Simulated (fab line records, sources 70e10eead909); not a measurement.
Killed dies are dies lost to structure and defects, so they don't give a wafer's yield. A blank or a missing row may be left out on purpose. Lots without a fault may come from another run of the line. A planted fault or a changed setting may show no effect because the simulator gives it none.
A struck lot beside a sound one | flow nand_harc | 14 steps out of a route of 1302
Sound: wafers L331.2, L331.3, L331.6. Struck: wafer L336.1. (L336.2, L336.4 of the same lot were not struck and are left out.) The cause comes at the end.
At each step with rows: each side's tool, then ch and its chambers, then its first start. Under that, the readings that differ: sound wafers | struck wafers | difference of the means | sigmas: that difference in standard deviations of wafers without a fault.
alike: readings whose means differ by less than 2 such deviations, and words and numbers that are the same on both sides. not compared: withheld readings, readings that some wafer has no value for, bounds like >300 that may hide the same value, and numbers for which the record gives no deviation and whose values overlap.
The two part at a step that has a row with sigmas, a row that says differs or no value, or rows on one side only. Numbers that don't overlap but have no deviation are shown without sigmas and don't part them. A reading that every wafer of one side lacks parts them only if that side has two wafers or more.

NHARC_A_BLC_PVD_32: deposits Ti, target thk 5 nm, time 17.7 s.
  sound on pvd_sputter-01; struck on pvd_sputter-03
  alike: throttle_valve_pct
NHARC_A_BLC_ALD_23: deposits TiN, target thk 3 nm, pulse time 1 s, ald cycles 150.
  sound on ald_metal-02 ch 0,1,2, day 22 15:00; struck on ald_metal-02 ch 2, day 24 23:09
  alike: heater_power_w, precursor_pulse_height_rel
NHARC_A_BLC_CVD_24: deposits W, target thk 150 nm, time 434 s.
  sound on cvd_w-01 ch 0,1; struck on cvd_w-02 ch 1
  alike: heater_power_w, mfc_ar_sccm, throttle_valve_pct
NHARC_A_BLC_CMP_25: polishes, t overpolish 30 s, target thk 150 nm.
  sound on cmp-04 ch 0,1, day 22 15:44; struck on cmp-03 ch 3, day 24 23:55
  alike: edge_zone_pressure_frac, motor_current_A, overpolish_run_s, time_to_endpoint_s
then, 1 step without rows for these wafers: NHARC_A_BLC_SRD_27.
NHARC_A_BLC_INSPECT_28:
  sound on defect_inspect-02, day 22 16:08; struck on defect_inspect-02, day 25 00:17
  alike: raw_defect_count
then, 5 steps without rows for these wafers: NHARC_A_M0_DEP_00 (deposits SiOC, target thk 150 nm); NHARC_A_M0_DEHYDRATE_01 (time 120 s); NHARC_A_M0_HMDS_02 (time 30 s); NHARC_A_M0_COAT_33 (time 65 s); NHARC_A_M0_COAT_03 (resist thk 90 nm).
NHARC_A_M0_SOFTBAKE_04: time 55 s.
  sound on litho_track-04 ch 0, day 22 16:00; struck on litho_track-01 ch 0, day 25 00:00
  reading                  | sound                | struck | difference | sigmas
  heater_power_total_W (W) | 188.52 188.39 188.34 | 322.95 | +134.53    | +99 or more
  alike: resist_line_temp_C
  not compared: plate_temp_C
then, 1 step without rows for these wafers: NHARC_A_M0_EBR_05.
NHARC_END_SORT_01:
  sound on prober-01 ch 0, day 24 14:27; struck on prober-01 ch 0, day 26 17:06
  alike: defect_limited_yield, killed_at_array, killed_at_other, killed_at_periphery, killed_dies, killed_open, killed_short

WHERE THEY PART
Only at NHARC_A_M0_SOFTBAKE_04, within this record. Later steps at which nothing parts them and some readings are alike: NHARC_END_SORT_01.

WHY: what the simulator had put in
Process parameter drift: litho_track-01, from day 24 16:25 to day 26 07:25, at NHARC_A_M0_SOFTBAKE_04. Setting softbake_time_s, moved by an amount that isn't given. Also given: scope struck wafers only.
